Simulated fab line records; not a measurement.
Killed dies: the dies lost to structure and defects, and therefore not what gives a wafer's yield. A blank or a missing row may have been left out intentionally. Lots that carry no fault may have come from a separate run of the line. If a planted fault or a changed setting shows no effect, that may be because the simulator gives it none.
Struck lot and sound lot, side by side    flow nand-harc    16 steps out of a route of 1302
Sound: the wafers L408.1, L408.5, L408.6. Wafers L415.2, L415.3, L415.5 were the ones struck. The cause is named last.
Order at every step that has rows: each side's tool, ch and its chambers, its first start. Under that, the readings that differ: sound wafers    struck wafers    difference of the means    sigmas: that difference in standard deviations of wafers without a fault.
alike: readings with means less than 2 such deviations apart, plus words and numbers identical on both sides. not compared: withheld readings, readings lacking a value on some wafer, bounds such as >300 that could conceal the same value, and numbers that have no deviation in the record and whose values overlap.
Wherever a step has rows on one side only, a row that says differs or no value, or a row with sigmas, the two part there. When numbers do not overlap yet have no deviation, they are printed without sigmas and do not part them. A reading missing from all wafers of one side parts the sides only when that side holds two or more wafers.

first, 1 step without rows for these wafers: NHARC_A_DECK1_JOINT_SRD_15.
NHARC_A_DECK1_JOINT_DEP_16: deposits SiO2, target thk 45 nm.
  sound on pecvd-02 ch 0,1, day 14 06:24; struck on pecvd-02 ch 1,2, day 17 00:12
  alike: heater-power-w, rf-fwd-power-W, throttle-valve-pct
NHARC_A_DECK1_JOINT_THK_MEAS_17: measures by ellipsometry.
  sound on film-metro-01, day 14 06:43; struck on film-metro-01, day 17 00:29
  alike: thk-nm
NHARC_A_DECK1_JOINT_INSPECT_05:
  sound on defect-inspect-01, day 14 06:45; struck on defect-inspect-02, day 17 00:31
  alike: raw-defect-count
next comes 1 step that has no rows for these wafers: NHARC_A_ONON_D2_DEP_00 (target thickness 1000 nm).
NHARC_A_ONON_D2_THK_MEAS_02: measures by ellipsometry.
  sound on film-metro-01, day 14 07:20; struck on film-metro-01, day 17 01:05
  alike: thk-nm
next comes 1 step that has no rows for these wafers: NHARC_A_ONON_D2_DEP_03 (target thickness 1000 nm).
NHARC_A_ONON_D2_THK_MEAS_05: measures by ellipsometry.
  sound on film-metro-01, day 14 07:53; struck on film-metro-01, day 17 01:40
  alike: thk-nm
next comes 1 step that has no rows for these wafers: NHARC_A_ONON_D2_DEP_06 (target thickness 1000 nm).
NHARC_A_ONON_D2_THK_MEAS_08: measures by ellipsometry.
  sound on film-metro-01, day 14 08:28; struck on film-metro-01, day 17 02:14
  alike: thk-nm
next comes 1 step that has no rows for these wafers: NHARC_A_ONON_D2_DEP_09 (target thickness 1000 nm).
NHARC_A_ONON_D2_THK_MEAS_11: measures by ellipsometry.
  sound on film-metro-01, day 14 09:01; struck on film-metro-01, day 17 02:48
  alike: thk-nm
NHARC_A_ONON_D2_DEP_12: target thk 1000 nm.
  sound on pecvd-onon-01 ch 0, day 14 09:05; struck on pecvd-onon-01 ch 0, day 17 02:55
  alike: n2-flow-sccm, sih4-flow-sccm
NHARC_A_ONON_D2_THK_MEAS_14: measures by ellipsometry.
  sound on film-metro-02, day 14 09:35; struck on film-metro-01, day 17 03:22
reading      sound        struck       difference  sigmas
thk-nm (nm)  980 980 980  665 664 664  -316        -33
then, 1 step without rows for these wafers: NHARC_A_ONON_D2_ANNEAL_15 (time 3600 s).
-- record jumps: 12 days between struck wafers' starts before vs after; left off in module A_ONON_D2, resumes in module END, first step shown is number 1302 of the route --
NHARC_END_SORT_01:
  the record has rows for the struck wafers here (prober-02 ch 0, day 28 23:54) and none for the sound ones

== WHERE THEY PART ==
Earliest at NHARC_A_ONON_D2_THK_MEAS_14; latest, in this record, at NHARC_END_SORT_01.

WHY: what had been put in by the simulator
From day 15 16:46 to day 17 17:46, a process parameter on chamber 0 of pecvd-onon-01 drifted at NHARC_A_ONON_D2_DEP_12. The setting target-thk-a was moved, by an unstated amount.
